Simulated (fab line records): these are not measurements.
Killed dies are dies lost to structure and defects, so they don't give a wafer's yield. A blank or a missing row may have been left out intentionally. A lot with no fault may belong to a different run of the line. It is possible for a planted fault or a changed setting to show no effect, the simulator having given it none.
fab line records | flow nandHarc | part 1 of 2: steps 1 to 4 of 6
record: lots: 22 | wafers: 66 | lastDay: 34
route steps=1302 shown A_STAIRCASE@701
lots that met no fault: taken from a fault-free run of the same line
startH: hours from the record's first day to the start of the lot's first wafer shown | waitH: hours since the lot's step before | " same as the row above | L1.1+2: a single row standing in for several wafers | - either no value or no given start | * or withheld: withheld | < > ~ a bound
route shown NAME@n: names a module that has steps shown in the file, with the first one's number in the route | usual: mean/standard deviation taken from wafers without a fault | same: alike in all rows | chamber/n: place in a boat | sites: the reading at each site | _std_site: standard deviation across them | _edge_site: the outer-site mean with the inner-site mean subtracted | radiusMm: how far each site lies from the wafer's centre | mask NAME#n: copy n | behind: the most recent tool/chamber to have shaped the wafer | hold: why the lot was held/for how many hours/how that ended | device: transistor that didn't switch, given as n, p or np | end of line: at the end of the route, the tests of the same wafers | a step with no rows: only its recipe | killed: dies that structure and defects cost at the first sort, which is not the same as the wafer's yield | map: per-die view of a wafer (x killed, . not killed, _ where there is no die)
set.NAME: the run value of the setting; set.NAME@STEP: its run value at that earlier step | model.NAME: the simulator's own value behind a step, which no gauge read
route steps across a sampled set of lots; one table per step, one row per wafer
services: the hour from which a tool's chamber was out of use, counted from the record's first day as startH (under 0 if before that day), plus the number of hours and why
== steps ==
step: NHARC_A_STAIRCASE_TRIM_187
recipe: timeS: 211.2 | o2FlowSccm: 500 | arFlowSccm: 0 | biasW: 0 | chemistry: O2
usual: drypumpMotorCurrentA: 6.0/0.33 | oesProductAu: 1.001/0.013 | rfVppV: 57.7/0.86 | showerheadPlenumPTorr: 3.54/0.17 | throttleValvePct: 17.037/0.0086
lot.wafer | tool       | chamber | startH | waitH | drypumpMotorCurrentA | oesProductAu | rfHoursCounterH | rfVppV | showerheadPlenumPTorr | throttleValvePct
L074.2    | rieDiel-03 | 1       | 352.84 | 2.9   | 6.2                  | 0.990        | 27              | 57.6   | 3.28                  | 17.042
L074.1    | "          | 0       | "      | "     | 6.2                  | 1.031        | 27              | 56.7   | 3.45                  | 17.033
L074.6    | "          | 2       | "      | "     | 6.0                  | 1.012        | -               | 56.7   | 3.39                  | 17.030
L075.1    | rieDiel-12 | 3       | 368.18 | 0.1   | 5.7                  | 1.011        | 29              | 58.4   | 3.58                  | 17.041
L075.2    | "          | 0       | "      | "     | 6.1                  | 1.013        | 28              | 57.5   | 3.63                  | 17.024
L075.6    | "          | 3       | "      | "     | 5.7                  | 1.017        | -               | 58.0   | 3.58                  | 17.035
L076.3    | rieDiel-12 | 2       | 368.53 | 0.1   | 5.4                  | 1.017        | 27              | 57.7   | 3.44                  | 17.036
L076.4    | "          | 3       | "      | "     | 5.7                  | 1.009        | 29              | 58.3   | 3.58                  | 17.045
L076.5    | "          | 0       | "      | "     | 6.1                  | 1.000        | -               | 57.5   | 3.63                  | 17.034
L077.2    | rieDiel-12 | 0       | 386.43 | 0.1   | 6.1                  | 0.994        | 34              | 58.3   | 3.62                  | 17.040
L077.4    | "          | 1       | "      | "     | 5.8                  | 0.992        | 33              | 57.8   | 3.37                  | 17.042
L077.1    | "          | 3       | "      | "     | 5.6                  | 1.011        | 37              | 57.0   | 3.58                  | 17.039
L080.4    | rieDiel-13 | 2       | 402.83 | 0.2   | 6.5                  | 0.995        | 18              | 57.8   | 3.51                  | 17.023
L080.2    | "          | 3       | "      | "     | 5.6                  | 1.008        | 19              | 57.4   | 3.31                  | 17.049
L080.6    | "          | 2       | "      | "     | 6.5                  | 1.014        | -               | 57.0   | 3.51                  | 17.039
L079.2    | rieDiel-13 | 0       | 403.97 | 0.2   | 6.3                  | 0.991        | 16              | 58.6   | 3.61                  | 17.039
L079.4    | "          | 1       | "      | "     | 6.4                  | 0.984        | 15              | 57.6   | 3.80                  | 17.042
L079.3    | "          | 2       | "      | "     | 6.5                  | 1.001        | 19              | 55.8   | 3.51                  | 17.015
L081.1    | rieDiel-12 | 2       | 420.03 | 0.1   | 5.4                  | 1.008        | 46              | 57.8   | 3.43                  | 17.030
L081.5    | "          | 0       | "      | "     | 6.1                  | 1.008        | -               | 57.6   | 3.62                  | 17.030
L081.6    | "          | 1       | "      | "     | 5.8                  | 1.011        | -               | 58.3   | 3.37                  | 17.041
L082.1    | rieDiel-13 | 2       | 441.20 | 0.1   | 6.5                  | 1.016        | 28              | 57.2   | 3.51                  | 17.052
L082.4    | "          | 2       | "      | "     | 6.5                  | 1.018        | -               | 57.5   | 3.51                  | 17.028
L082.5    | "          | 3       | "      | "     | 5.6                  | 1.009        | -               | 57.4   | 3.30                  | 17.053
L083.1    | rieDiel-12 | 3       | 442.79 | 0.1   | 5.7                  | 1.001        | 54              | 56.3   | 3.57                  | 17.038
L083.3    | "          | 0       | "      | "     | 6.1                  | 1.000        | 57              | 55.9   | 3.61                  | 17.033
L083.5    | "          | 2       | "      | "     | 5.4                  | 1.008        | -               | 58.4   | 3.42                  | 17.039
L084.2    | rieDiel-13 | 1       | 462.08 | 0.1   | 6.5                  | 0.979        | 26              | 57.0   | 3.79                  | 17.032
L084.5    | "          | 0       | "      | "     | 6.4                  | 0.997        | -               | 57.6   | 3.60                  | 17.036
L084.6    | "          | 1       | "      | "     | 6.4                  | 0.980        | -               | 57.4   | 3.79                  | 17.037
L085.3    | rieDiel-13 | 2       | 465.90 | 0.1   | 6.5                  | 1.011        | 39              | 56.4   | 3.50                  | 17.048
L085.2    | "          | 1       | "      | "     | 6.4                  | 0.984        | 28              | 59.3   | 3.79                  | 17.053
L085.5    | "          | 3       | "      | "     | 5.6                  | 1.008        | -               | 57.3   | 3.29                  | 17.034
L086.2    | rieDiel-03 | 3       | 470.40 | 0.1   | 5.9                  | 0.996        | 0               | 57.0   | 3.70                  | 17.057
L086.4    | "          | 1       | "      | "     | 6.2                  | 1.010        | 0               | 59.1   | 3.81                  | 17.044
L086.5    | "          | 3       | "      | "     | 5.9                  | 0.988        | -               | 59.4   | 3.70                  | 17.021
L087.1    | rieDiel-03 | 1       | 496.41 | 0.1   | 6.2                  | 1.012        | 7               | 59.0   | 3.80                  | 17.030
L087.2    | "          | 2       | "      | "     | 6.0                  | 0.996        | 6               | 57.3   | 3.36                  | 17.034
L087.5    | "          | 0       | "      | "     | 6.2                  | 1.031        | -               | 57.8   | 3.43                  | 17.040
L088.3    | rieDiel-03 | 2       | 499.57 | 0.1   | 6.0                  | 0.997        | 7               | 58.4   | 3.36                  | 17.032
L088.1    | "          | 3       | "      | "     | 5.9                  | 0.987        | 6               | 58.2   | 3.70                  | 17.034
L088.4    | "          | 0       | "      | "     | 6.2                  | 1.033        | 7               | 57.0   | 3.43                  | 17.034
L090.1    | rieDiel-12 | 1       | 527.67 | 0.1   | 5.7                  | 1.003        | 23              | 57.0   | 3.35                  | 17.043
L090.3    | "          | 0       | "      | "     | 6.0                  | 1.000        | 22              | 58.3   | 3.60                  | 17.042
L090.5    | "          | 2       | "      | "     | 5.4                  | 0.999        | -               | 58.2   | 3.41                  | 17.033
L089.1    | rieDiel-12 | 3       | 527.90 | 0.1   | 5.7                  | 1.003        | 19              | 58.0   | 3.56                  | 17.043
L089.5    | "          | 0       | "      | "     | 6.0                  | 1.008        | -               | 58.5   | 3.60                  | 17.046
L089.6    | "          | 1       | "      | "     | 5.7                  | 1.000        | -               | 57.8   | 3.35                  | 17.036
L091.4    | rieDiel-03 | 1       | 532.00 | 0.2   | 6.2                  | 0.993        | 18              | 57.8   | 3.80                  | 17.035
L091.5    | "          | 2       | "      | "     | 6.0                  | 0.991        | -               | 57.0   | 3.35                  | 17.033
L091.6    | "          | 3       | "      | "     | 5.9                  | 0.981        | -               | 56.8   | 3.69                  | 17.045
L093.2    | rieDiel-03 | 2       | 542.29 | 0.2   | 6.0                  | 0.973        | 23              | 57.5   | 3.35                  | 17.033
L093.6    | "          | 0       | "      | "     | 6.1                  | 1.016        | -               | 58.1   | 3.42                  | 17.040
L093.5    | "          | 1       | "      | "     | 6.2                  | 0.992        | -               | 57.3   | 3.80                  | 17.007
L092.1    | rieDiel-13 | 3       | 547.38 | 0.1   | 5.6                  | 1.002        | 9               | 58.7   | 3.80                  | 17.036
L092.3    | "          | 1       | "      | "     | 6.4                  | 0.991        | 8               | 59.0   | 3.78                  | 17.040
L092.5    | "          | 3       | "      | "     | 5.6                  | 1.007        | -               | 57.3   | 3.80                  | 17.040
L096.1    | rieDiel-03 | 1       | 578.45 | 0.1   | 6.2                  | 1.008        | 34              | 58.5   | 3.79                  | 17.030
L096.4    | "          | 2       | "      | "     | 6.0                  | 0.989        | 38              | 57.2   | 3.35                  | 17.035
L096.6    | "          | 2       | "      | "     | 6.0                  | 0.985        | -               | 56.7   | 3.35                  | 17.038
L097.4    | rieDiel-13 | 2       | 578.85 | 0.1   | 6.5                  | 0.999        | 19              | 58.7   | 3.48                  | 17.046
L097.2    | "          | 3       | "      | "     | 5.6                  | 0.990        | 21              | 57.6   | 3.80                  | 17.025
L097.3    | "          | 1       | "      | "     | 6.5                  | 0.990        | 17              | 58.0   | 3.77                  | 17.041
L095.4    | rieDiel-03 | 3       | 581.64 | 0.1   | 5.9                  | 1.001        | 34              | 58.0   | 3.68                  | 17.030
L095.1    | "          | 0       | "      | "     | 6.2                  | 1.026        | 35              | 57.9   | 3.42                  | 17.032
L095.6    | "          | 3       | "      | "     | 5.9                  | 0.996        | -               | 59.1   | 3.68                  | 17.012
step: NHARC_A_STAIRCASE_TRIM_189
recipe: timeS: 211.2 | o2FlowSccm: 500 | arFlowSccm: 0 | biasW: 0 | chemistry: O2
usual: drypumpMotorCurrentA: 6.0/0.33 | oesProductAu: 1.004/0.014 | rfVppV: 57.8/0.88 | showerheadPlenumPTorr: 3.54/0.16 | throttleValvePct: 17.036/0.0092
lot.wafer | tool       | chamber | startH | waitH | drypumpMotorCurrentA | oesProductAu | rfHoursCounterH | rfVppV | showerheadPlenumPTorr | throttleValvePct
L074.1    | rieDiel-03 | 2       | -      | -     | 6.0                  | 1.013        | 27              | 58.7   | 3.39                  | 17.037
L074.2    | "          | 3       | "      | "     | 5.9                  | 0.996        | 27              | 59.2   | 3.72                  | 17.039
L074.6    | "          | 1       | "      | "     | 6.2                  | 0.993        | -               | 57.6   | 3.28                  | 17.026
L075.2    | rieDiel-12 | 0       | -      | -     | 6.0                  | 1.007        | 29              | 57.8   | 3.63                  | 17.045
L075.1    | "          | 3       | "      | "     | 5.7                  | 1.007        | 29              | 57.6   | 3.58                  | 17.044
L075.6    | "          | 1       | "      | "     | 5.7                  | 0.989        | -               | 57.3   | 3.37                  | 17.047
L076.4    | rieDiel-12 | 3       | -      | -     | 5.7                  | 1.015        | 30              | 56.9   | 3.58                  | 17.013
L076.3    | "          | 1       | "      | "     | 5.8                  | 0.991        | 27              | 57.4   | 3.37                  | 17.048
L076.5    | "          | 3       | "      | "     | 5.7                  | 1.003        | -               | 57.9   | 3.58                  | 17.033
L077.2    | rieDiel-12 | 1       | -      | -     | 5.8                  | 1.001        | 33              | 58.0   | 3.37                  | 17.025
L077.4    | "          | 3       | "      | "     | 5.7                  | 1.014        | 37              | 59.1   | 3.58                  | 17.022
L077.1    | "          | 0       | "      | "     | 6.1                  | 1.006        | 34              | 56.3   | 3.62                  | 17.040
L080.4    | rieDiel-13 | 3       | -      | -     | 5.6                  | 1.016        | 19              | 56.0   | 3.31                  | 17.047
L080.2    | "          | 1       | "      | "     | 6.4                  | 0.995        | 15              | 59.6   | 3.80                  | 17.039
L080.6    | "          | 3       | "      | "     | 5.6                  | 1.002        | -               | 57.5   | 3.31                  | 17.034
L079.3    | rieDiel-13 | 0       | -      | -     | 6.3                  | 0.981        | 16              | 57.7   | 3.61                  | 17.035
L079.2    | "          | 1       | "      | "     | 6.5                  | 0.991        | 15              | 58.7   | 3.80                  | 17.038
L079.4    | "          | 3       | "      | "     | 5.6                  | 1.006        | 20              | 56.8   | 3.30                  | 17.034
L081.1    | rieDiel-12 | 1       | -      | -     | 5.7                  | 0.999        | 37              | 57.6   | 3.37                  | 17.028
L081.6    | "          | 3       | "      | "     | 5.7                  | 1.017        | -               | 58.0   | 3.57                  | 17.031
L081.5    | "          | 0       | "      | "     | 6.1                  | 1.013        | -               | 57.7   | 3.62                  | 17.035
L082.1    | rieDiel-13 | 0       | -      | -     | 6.3                  | 0.997        | 29              | 57.7   | 3.61                  | 17.038
L082.5    | "          | 3       | "      | "     | 5.6                  | 1.012        | -               | 58.8   | 3.30                  | 17.035
L082.4    | "          | 0       | "      | "     | 6.3                  | 0.987        | -               | 58.4   | 3.61                  | 17.039
L083.1    | rieDiel-12 | 1       | -      | -     | 5.7                  | 0.998        | 43              | 57.3   | 3.36                  | 17.047
L083.3    | "          | 2       | "      | "     | 5.4                  | 1.007        | 53              | 57.8   | 3.42                  | 17.034
L083.5    | "          | 1       | "      | "     | 5.7                  | 0.993        | -               | 57.2   | 3.36                  | 17.026
L084.2    | rieDiel-12 | 2       | -      | -     | 5.4                  | 0.992        | 3               | 57.0   | 3.42                  | 17.035
L084.5    | "          | 0       | "      | "     | 6.0                  | 1.007        | -               | 57.7   | 3.61                  | 17.024
L084.6    | "          | 1       | "      | "     | 5.8                  | 0.994        | -               | 56.5   | 3.36                  | 17.040
L085.3    | rieDiel-13 | 1       | -      | -     | 6.5                  | 0.986        | 28              | 58.1   | 3.79                  | 17.044
L085.2    | "          | 3       | "      | "     | 5.6                  | 1.022        | 44              | 56.8   | 3.29                  | 17.046
L085.5    | "          | 1       | "      | "     | 6.5                  | 0.993        | -               | 57.9   | 3.79                  | 17.051
L086.4    | rieDiel-03 | 3       | -      | -     | 5.9                  | 0.998        | 1               | 58.6   | 3.70                  | 17.031
L086.2    | "          | 1       | "      | "     | 6.2                  | 1.009        | 1               | 58.6   | 3.81                  | 17.045
L086.5    | "          | 3       | "      | "     | 5.9                  | 0.999        | -               | 56.9   | 3.70                  | 17.031
L087.2    | rieDiel-03 | 3       | -      | -     | 5.9                  | 0.987        | 6               | 58.2   | 3.70                  | 17.055
L087.1    | "          | 0       | "      | "     | 6.1                  | 1.027        | 7               | 57.9   | 3.43                  | 17.050
L087.5    | "          | 3       | "      | "     | 5.9                  | 0.995        | -               | 58.0   | 3.70                  | 17.030
L088.3    | rieDiel-03 | 0       | -      | -     | 6.2                  | 1.022        | 7               | 58.2   | 3.43                  | 17.036
L088.1    | "          | 1       | "      | "     | 6.2                  | 0.997        | 8               | 58.5   | 3.80                  | 17.024
L088.4    | "          | 2       | "      | "     | 6.0                  | 0.992        | 7               | 57.5   | 3.36                  | 17.036
L090.3    | rieDiel-12 | 0       | -      | -     | 6.0                  | 1.005        | 22              | 56.0   | 3.60                  | 17.054
L090.1    | "          | 2       | "      | "     | 5.4                  | 1.004        | 17              | 56.0   | 3.41                  | 17.026
L090.5    | "          | 0       | "      | "     | 6.0                  | 1.001        | -               | 59.3   | 3.60                  | 17.033
L089.1    | rieDiel-12 | 0       | -      | -     | 6.0                  | 1.000        | 22              | 57.3   | 3.60                  | 17.049
L089.6    | "          | 2       | "      | "     | 5.4                  | 0.997        | -               | 57.3   | 3.41                  | 17.024
L089.5    | "          | 3       | "      | "     | 5.7                  | 1.009        | -               | 58.2   | 3.56                  | 17.039
L091.4    | rieDiel-03 | 1       | -      | -     | 6.2                  | 1.004        | 18              | 58.3   | 3.80                  | 17.044
L091.5    | "          | 3       | "      | "     | 5.9                  | 0.996        | -               | 57.3   | 3.69                  | 17.022
L091.6    | "          | 0       | "      | "     | 6.2                  | 1.025        | -               | 57.3   | 3.42                  | 17.031
L093.2    | rieDiel-03 | 0       | -      | -     | 6.2                  | 1.022        | 22              | 57.2   | 3.42                  | 17.033
L093.5    | "          | 0       | "      | "     | 6.2                  | 1.025        | -               | 57.5   | 3.42                  | 17.030
L093.6    | "          | 1       | "      | "     | 6.2                  | 0.998        | -               | 58.9   | 3.80                  | 17.037
L092.3    | rieDiel-13 | 1       | -      | -     | 6.5                  | 0.990        | 9               | 58.8   | 3.78                  | 17.039
L092.1    | "          | 3       | "      | "     | 5.6                  | 0.993        | 10              | 56.2   | 3.80                  | 17.034
L092.5    | "          | 1       | "      | "     | 6.5                  | 0.987        | -               | 58.7   | 3.78                  | 17.034
L096.1    | rieDiel-03 | 1       | -      | -     | 6.2                  | 1.005        | 34              | 57.2   | 3.79                  | 17.029
L096.4    | "          | 2       | "      | "     | 6.0                  | 0.977        | 38              | 57.2   | 3.34                  | 17.023
L096.6    | "          | 0       | "      | "     | 6.2                  | 1.017        | -               | 56.5   | 3.42                  | 17.020
L097.2    | rieDiel-13 | 2       | -      | -     | 6.5                  | 1.000        | 20              | 58.3   | 3.48                  | 17.043
L097.4    | "          | 3       | "      | "     | 5.6                  | 0.991        | 21              | 58.7   | 3.80                  | 17.039
L097.3    | "          | 0       | "      | "     | 6.4                  | 1.015        | 19              | 58.6   | 3.58                  | 17.027
L095.1    | rieDiel-03 | 0       | -      | -     | 6.2                  | 1.035        | 36              | 56.5   | 3.42                  | 17.037
L095.4    | "          | 1       | "      | "     | 6.2                  | 1.022        | 34              | 60.1   | 3.79                  | 17.047
L095.6    | "          | 1       | "      | "     | 6.2                  | 1.027        | -               | 58.7   | 3.79                  | 17.047
step: NHARC_A_STAIRCASE_ETCH_190
recipe: targetDepthA: 1000 | timeS: 40.5 | ionEnergyEv: 400 | c4f8FlowSccm: 20 | o2FlowSccm: 10 | arFlowSccm: withheld | rfW: 600 | biasW: 1000 | chemistry: C4F8/O2
usual: oesProductAu: 0.945/0.014 | rfVppV: 896/6
lot.wafer | tool       | chamber | startH | waitH | oesProductAu | rfHoursCounterH | rfVppV
L074.2    | rieDiel-03 | 0       | -      | -     | 0.971        | 28              | 894
L074.1    | "          | 2       | "      | "     | 0.957        | 27              | 890
L074.6    | "          | 1       | "      | "     | 0.915        | -               | 887
L075.2    | rieDiel-12 | 2       | -      | -     | 0.966        | 27              | 893
L075.1    | "          | 3       | "      | "     | 0.957        | 29              | 899
L075.6    | "          | 1       | "      | "     | 0.944        | -               | 890
L076.4    | rieDiel-12 | 2       | -      | -     | 0.959        | 28              | 893
L076.3    | "          | 0       | "      | "     | 0.947        | 29              | 900
L076.5    | "          | 2       | "      | "     | 0.963        | -               | 893
L077.2    | rieDiel-12 | 3       | -      | -     | 0.960        | 37              | 898
L077.4    | "          | 1       | "      | "     | 0.937        | 33              | 890
L077.1    | "          | 2       | "      | "     | 0.964        | 35              | 891
L080.2    | rieDiel-13 | 0       | -      | -     | 0.945        | 16              | 899
L080.4    | "          | 1       | "      | "     | 0.936        | 15              | 905
L080.6    | "          | 0       | "      | "     | 0.947        | -               | 900
L079.3    | rieDiel-13 | 2       | -      | -     | 0.943        | 19              | 895
L079.4    | "          | 3       | "      | "     | 0.951        | 20              | 888
L079.2    | "          | 1       | "      | "     | 0.933        | 15              | 905
L081.1    | rieDiel-12 | 3       | -      | -     | 0.963        | 45              | 898
L081.6    | "          | 0       | "      | "     | 0.944        | -               | 900
L081.5    | "          | 1       | "      | "     | 0.952        | -               | 889
L082.1    | rieDiel-13 | 0       | -      | -     | 0.942        | 29              | 900
L082.4    | "          | 2       | "      | "     | 0.960        | -               | 896
L082.5    | "          | 3       | "      | "     | 0.957        | -               | 887
L083.1    | rieDiel-12 | 2       | -      | -     | 0.958        | 53              | 893
L083.3    | "          | 3       | "      | "     | 0.979        | 54              | 897
L083.5    | "          | 1       | "      | "     | 0.947        | -               | 891
L084.2    | rieDiel-12 | 1       | -      | -     | 0.939        | 3               | 890
L084.6    | "          | 1       | "      | "     | 0.933        | -               | 890
L084.5    | "          | 2       | "      | "     | 0.957        | -               | 892
L085.2    | rieDiel-13 | 2       | -      | -     | 0.947        | 39              | 895
L085.3    | "          | 3       | "      | "     | 0.957        | 44              | 887
L085.5    | "          | 3       | "      | "     | 0.946        | -               | 887
L086.2    | rieDiel-03 | 0       | -      | -     | 0.947        | 1               | 892
L086.4    | "          | 2       | "      | "     | 0.922        | 1               | 889
L086.5    | "          | 0       | "      | "     | 0.965        | -               | 893
L087.1    | rieDiel-03 | 0       | -      | -     | 0.960        | 7               | 892
L087.2    | "          | 1       | "      | "     | 0.938        | 7               | 906
L087.5    | "          | 2       | "      | "     | 0.917        | -               | 890
L088.4    | rieDiel-03 | 2       | -      | -     | 0.940        | 7               | 890
L088.1    | "          | 3       | "      | "     | 0.930        | 6               | 902
L088.3    | "          | 0       | "      | "     | 0.957        | 8               | 892
L090.3    | rieDiel-12 | 3       | -      | -     | 0.943        | 19              | 898
L090.1    | "          | 2       | "      | "     | 0.933        | 17              | 892
L090.5    | "          | 0       | "      | "     | 0.921        | -               | 897
L089.1    | rieDiel-12 | 3       | -      | -     | 0.946        | 20              | 896
L089.6    | "          | 2       | "      | "     | 0.926        | -               | 892
L089.5    | "          | 3       | "      | "     | 0.943        | -               | 899
L091.4    | rieDiel-03 | 2       | -      | -     | 0.928        | 20              | 889
L091.5    | "          | 3       | "      | "     | 0.928        | -               | 901
L091.6    | "          | 0       | "      | "     | 0.962        | -               | 892
L093.2    | rieDiel-03 | 1       | -      | -     | 0.929        | 22              | 907
L093.5    | "          | 1       | "      | "     | 0.950        | -               | 906
L093.6    | "          | 2       | "      | "     | 0.936        | -               | 891
L092.3    | rieDiel-13 | 0       | -      | -     | 0.955        | 9               | 899
L092.1    | "          | 1       | "      | "     | 0.936        | 9               | 905
L092.5    | "          | 2       | "      | "     | 0.943        | -               | 895
L096.4    | rieDiel-03 | 2       | -      | -     | 0.928        | 38              | 890
L096.1    | "          | 1       | "      | "     | 0.948        | 34              | 905
L096.6    | "          | 3       | "      | "     | 0.941        | -               | 901
L097.2    | rieDiel-13 | 2       | -      | -     | 0.934        | 20              | 895
L097.3    | "          | 0       | "      | "     | 0.948        | 19              | 899
L097.4    | "          | 1       | "      | "     | 0.931        | 18              | 905
L095.1    | rieDiel-03 | 1       | -      | -     | 0.954        | 35              | 907
L095.4    | "          | 2       | "      | "     | 0.952        | 39              | 890
L095.6    | "          | 0       | "      | "     | 0.969        | -               | 892
step: NHARC_A_STAIRCASE_TRIM_191
recipe: timeS: 211.2 | o2FlowSccm: 500 | arFlowSccm: 0 | biasW: 0 | chemistry: O2
usual: drypumpMotorCurrentA: 6.0/0.33 | oesProductAu: 1.004/0.013 | rfVppV: 57.9/0.91 | showerheadPlenumPTorr: 3.54/0.16 | throttleValvePct: 17.035/0.0092
lot.wafer | tool       | chamber | startH | waitH | drypumpMotorCurrentA | oesProductAu | rfHoursCounterH | rfVppV | showerheadPlenumPTorr | throttleValvePct
L074.2    | rieDiel-03 | 0       | -      | -     | 6.2                  | 1.036        | 28              | 56.6   | 3.45                  | 17.031
L074.1    | "          | 1       | "      | "     | 6.2                  | 0.993        | 27              | 56.2   | 3.28                  | 17.037
L074.6    | "          | 1       | "      | "     | 6.2                  | 0.987        | -               | 58.2   | 3.28                  | 17.011
L075.1    | rieDiel-12 | 1       | -      | -     | 5.7                  | 1.006        | 27              | 57.4   | 3.37                  | 17.040
L075.2    | "          | 2       | "      | "     | 5.4                  | 1.035        | 27              | 56.9   | 3.44                  | 17.033
L075.6    | "          | 1       | "      | "     | 5.7                  | 1.006        | -               | 57.2   | 3.37                  | 17.030
L076.4    | rieDiel-12 | 1       | -      | -     | 5.7                  | 0.998        | 27              | 57.6   | 3.37                  | 17.044
L076.3    | "          | 2       | "      | "     | 5.4                  | 1.025        | 28              | 58.5   | 3.44                  | 17.039
L076.5    | "          | 0       | "      | "     | 6.1                  | 1.007        | -               | 58.8   | 3.63                  | 17.033
L077.1    | rieDiel-12 | 2       | -      | -     | 5.4                  | 1.014        | 35              | 57.2   | 3.43                  | 17.038
L077.4    | "          | 3       | "      | "     | 5.7                  | 1.015        | 37              | 58.6   | 3.58                  | 17.034
L077.2    | "          | 1       | "      | "     | 5.7                  | 0.985        | 33              | 57.0   | 3.37                  | 17.027
L080.2    | rieDiel-13 | 3       | -      | -     | 5.6                  | 1.015        | 19              | 58.0   | 3.31                  | 17.031
L080.4    | "          | 0       | "      | "     | 6.3                  | 0.999        | 16              | 58.6   | 3.61                  | 17.016
L080.6    | "          | 3       | "      | "     | 5.6                  | 1.016        | -               | 56.6   | 3.31                  | 17.019
L079.3    | rieDiel-13 | 3       | -      | -     | 5.6                  | 1.011        | 20              | 57.4   | 3.31                  | 17.037
L079.2    | "          | 0       | "      | "     | 6.3                  | 0.990        | 17              | 58.6   | 3.61                  | 17.048
L079.4    | "          | 2       | "      | "     | 6.5                  | 1.011        | 19              | 58.6   | 3.51                  | 17.019
L081.1    | rieDiel-12 | 3       | -      | -     | 5.7                  | 1.029        | 45              | 57.6   | 3.57                  | 17.034
L081.5    | "          | 1       | "      | "     | 5.8                  | 1.004        | -               | 57.1   | 3.37                  | 17.022
L081.6    | "          | 2       | "      | "     | 5.4                  | 1.009        | -               | 58.0   | 3.43                  | 17.027
L082.1    | rieDiel-13 | 3       | -      | -     | 5.6                  | 1.013        | 32              | 56.8   | 3.30                  | 17.043
L082.4    | "          | 0       | "      | "     | 6.3                  | 0.996        | -               | 58.0   | 3.61                  | 17.034
L082.5    | "          | 2       | "      | "     | 6.5                  | 1.023        | -               | 57.9   | 3.51                  | 17.022
L083.3    | rieDiel-12 | 2       | -      | -     | 5.4                  | 1.016        | 53              | 57.1   | 3.42                  | 17.040
L083.1    | "          | 0       | "      | "     | 6.0                  | 1.015        | 58              | 59.6   | 3.61                  | 17.022
L083.5    | "          | 1       | "      | "     | 5.7                  | 1.003        | -               | 56.5   | 3.36                  | 17.020
L084.2    | rieDiel-12 | 0       | -      | -     | 6.0                  | 1.002        | 4               | 58.8   | 3.61                  | 17.035
L084.5    | "          | 3       | "      | "     | 5.7                  | 0.997        | -               | 56.2   | 3.57                  | 17.031
L084.6    | "          | 0       | "      | "     | 6.0                  | 1.012        | -               | 57.1   | 3.61                  | 17.031
L085.3    | rieDiel-13 | 2       | -      | -     | 6.5                  | 1.011        | 39              | 57.1   | 3.50                  | 17.026
L085.2    | "          | 0       | "      | "     | 6.4                  | 0.989        | 42              | 58.8   | 3.60                  | 17.043
L085.5    | "          | 2       | "      | "     | 6.5                  | 1.010        | -               | 58.7   | 3.50                  | 17.024
L086.2    | rieDiel-03 | 2       | -      | -     | 6.0                  | 0.982        | 1               | 59.9   | 3.36                  | 17.051
L086.4    | "          | 3       | "      | "     | 5.9                  | 0.989        | 1               | 58.6   | 3.70                  | 17.048
L086.5    | "          | 0       | "      | "     | 6.2                  | 1.016        | -               | 56.4   | 3.43                  | 17.046
L087.2    | rieDiel-03 | 1       | -      | -     | 6.2                  | 1.009        | 7               | 58.0   | 3.80                  | 17.038
L087.1    | "          | 2       | "      | "     | 6.0                  | 0.987        | 6               | 56.9   | 3.36                  | 17.043
L087.5    | "          | 1       | "      | "     | 6.2                  | 0.997        | -               | 58.4   | 3.80                  | 17.041
L088.3    | rieDiel-03 | 1       | -      | -     | 6.2                  | 1.002        | 8               | 58.4   | 3.80                  | 17.032
L088.1    | "          | 2       | "      | "     | 6.0                  | 0.990        | 7               | 55.4   | 3.36                  | 17.028
L088.4    | "          | 0       | "      | "     | 6.2                  | 1.021        | 8               | 57.3   | 3.43                  | 17.028
L090.3    | rieDiel-12 | 1       | -      | -     | 5.8                  | 0.986        | 23              | 57.6   | 3.35                  | 17.038
L090.1    | "          | 3       | "      | "     | 5.7                  | 0.999        | 20              | 57.8   | 3.56                  | 17.032
L090.5    | "          | 1       | "      | "     | 5.8                  | 0.993        | -               | 57.5   | 3.35                  | 17.025
L089.1    | rieDiel-12 | 0       | -      | -     | 6.1                  | 0.992        | 23              | 57.8   | 3.60                  | 17.031
L089.5    | "          | 3       | "      | "     | 5.7                  | 1.000        | -               | 58.1   | 3.56                  | 17.044
L089.6    | "          | 0       | "      | "     | 6.1                  | 1.002        | -               | 58.3   | 3.60                  | 17.038
L091.4    | rieDiel-03 | 0       | -      | -     | 6.2                  | 1.023        | 19              | 57.2   | 3.42                  | 17.035
L091.5    | "          | 2       | "      | "     | 6.0                  | 0.984        | -               | 57.1   | 3.35                  | 17.026
L091.6    | "          | 3       | "      | "     | 5.9                  | 0.989        | -               | 57.8   | 3.69                  | 17.034
L093.2    | rieDiel-03 | 3       | -      | -     | 5.9                  | 0.977        | 26              | 58.1   | 3.68                  | 17.037
L093.6    | "          | 3       | "      | "     | 5.9                  | 0.983        | -               | 57.6   | 3.68                  | 17.043
L093.5    | "          | 0       | "      | "     | 6.2                  | 1.021        | -               | 56.6   | 3.42                  | 17.022
L092.3    | rieDiel-13 | 3       | -      | -     | 5.6                  | 0.992        | 10              | 58.7   | 3.80                  | 17.026
L092.1    | "          | 1       | "      | "     | 6.4                  | 1.003        | 9               | 57.6   | 3.78                  | 17.053
L092.5    | "          | 3       | "      | "     | 5.5                  | 1.012        | -               | 58.9   | 3.80                  | 17.048
L096.4    | rieDiel-03 | 3       | -      | -     | 5.9                  | 1.002        | 33              | 58.8   | 3.68                  | 17.043
L096.1    | "          | 0       | "      | "     | 6.2                  | 1.028        | 35              | 56.8   | 3.42                  | 17.029
L096.6    | "          | 3       | "      | "     | 5.9                  | 0.999        | -               | 58.6   | 3.68                  | 17.036
L097.2    | rieDiel-13 | 0       | -      | -     | 6.3                  | 1.026        | 19              | 57.1   | 3.58                  | 17.052
L097.4    | "          | 1       | "      | "     | 6.4                  | 0.991        | 18              | 59.6   | 3.77                  | 17.036
L097.3    | "          | 2       | "      | "     | 6.5                  | 1.005        | 20              | 57.7   | 3.48                  | 17.035
L095.4    | rieDiel-03 | 3       | -      | -     | 5.9                  | 1.001        | 34              | 57.6   | 3.68                  | 17.019
L095.1    | "          | 0       | "      | "     | 6.2                  | 1.022        | 36              | 57.9   | 3.42                  | 17.034
L095.6    | "          | 3       | "      | "     | 5.9                  | 1.006        | -               | 57.3   | 3.68                  | 17.026
